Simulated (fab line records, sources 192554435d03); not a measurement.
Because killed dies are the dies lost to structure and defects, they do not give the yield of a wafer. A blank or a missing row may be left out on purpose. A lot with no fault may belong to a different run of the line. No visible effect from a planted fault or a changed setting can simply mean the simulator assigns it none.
Code-filled problem report in 8D (eight disciplines) form || flow n5 finfet || the parts of the form that need people (team, actions taken, sign-off) are left out

== 1. THE PROBLEM ==
At N5_PASSIVATION_ETCH_54, bias w averages 197.4 W over 6 wafers from 2 lots, while fault-free wafers read 169.9 W, standard deviation 0.48. Relative to the usual mean, that is a shift of +57 standard deviations.
The step: etches SiO2 in CHF3/O2, target depth 880 nm, time 440 s.
Earliest sighting: wafer L927.1 on rie diel-03 at day 15 20:17. Wafers with a number at this step in the record: 18, from 6 lots. Rule for "out", or "out of limits": more than 4 standard deviations from the usual mean. Any other wafer with a number is counted as sound.

== 2. WHAT IT IS AND WHAT IT IS NOT ==
{"question": "which readings at this step", "is": "bias w, rf vpp V", "is not": "chamber pressure mTorr, drypump motor current A, rf fwd power W, showerhead plenum p Torr, throttle valve pct"}
{"question": "which lots", "is": "L927, L929", "is not": "L911, L916, L932, L934"}
{"question": "which wafers of those lots", "is": "all that have a number", "is not": "-"}
{"question": "read on which tools", "is": "rie diel-03", "is not": "rie diel-02"}
{"question": "when", "is": "from day 15 20:17", "is not": "up to then (6 sound wafers); but 6 sound wafers of L932, L934 came after"}

== 3. WHAT RULES OUT EACH SUSPECT ==
Counting: a tool at any process step up to the reading remains a suspect when it ran all the lots that are out and ran no sound lot after the first of those.
- rie diel-03 at N5_PASSIVATION_DESCUM_46 (chemistry O2, time 7.9 s): kept. All lots that are out passed through it, beginning with L927 at day 15 20:01, and no sound lot followed; its final sound lot before that point was L916 at day 13 01:46.
- rie diel-03 at N5_PASSIVATION_PASS_ETCH_47 (etches SiNx in CF4/O2, target depth 770 nm, time 385 s): kept. All lots that are out passed through it, beginning with L927 at day 15 20:03, and no sound lot followed; its final sound lot before that point was L916 at day 13 01:48.
- rie diel-03 at N5_PASSIVATION_ETCH_54 (etches SiO2 in CHF3/O2, target depth 880 nm, time 440 s): kept. All lots that are out passed through it, beginning with L927 at day 15 20:17, and no sound lot followed; its final sound lot before that point was L916 at day 13 02:02. Out on those wafers are its own readings of bias w, rf vpp V.
Left after counting: rie diel-03 at N5_PASSIVATION_DESCUM_46, rie diel-03 at N5_PASSIVATION_PASS_ETCH_47, rie diel-03 at N5_PASSIVATION_ETCH_54.

== 4. THE CAUSE (what the simulator had put in) ==
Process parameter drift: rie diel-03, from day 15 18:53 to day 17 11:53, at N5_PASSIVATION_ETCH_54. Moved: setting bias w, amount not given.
After counting, 3 suspects remain, this tool included.

== 5. THE EFFECT CHAIN, in route order ==
One row per reading whose mean, taken over the struck wafers that have a number, lies over 3 standard deviations from the usual. Scope: only readings with a usual standard deviation given in the record; hours: median across lots of the time from each lot's start at the first step in this table that gives one to its start at this step; sigmas: change in usual standard deviations.
{"hours": 0, "step": "N5_PASSIVATION_ETCH_54", "reading": "bias w", "usual": "169.9 W", "on struck wafers": 197.4, "change": "+27.5", "sigmas": "+57"}
{"hours": 0, "step": "N5_PASSIVATION_ETCH_54", "reading": "rf vpp V", "usual": "522 V", "on struck wafers": 594, "change": "+72", "sigmas": "+12"}
It contains these process steps:
- N5_PASSIVATION_ETCH_54: etches SiO2 in CHF3/O2, target depth 880 nm, time 440 s.

== 6. HOW IT WOULD HAVE BEEN CAUGHT EARLIER ==
In this record the first reading out of limits was taken at day 15 20:17, 1 hour after the fault began at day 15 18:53.
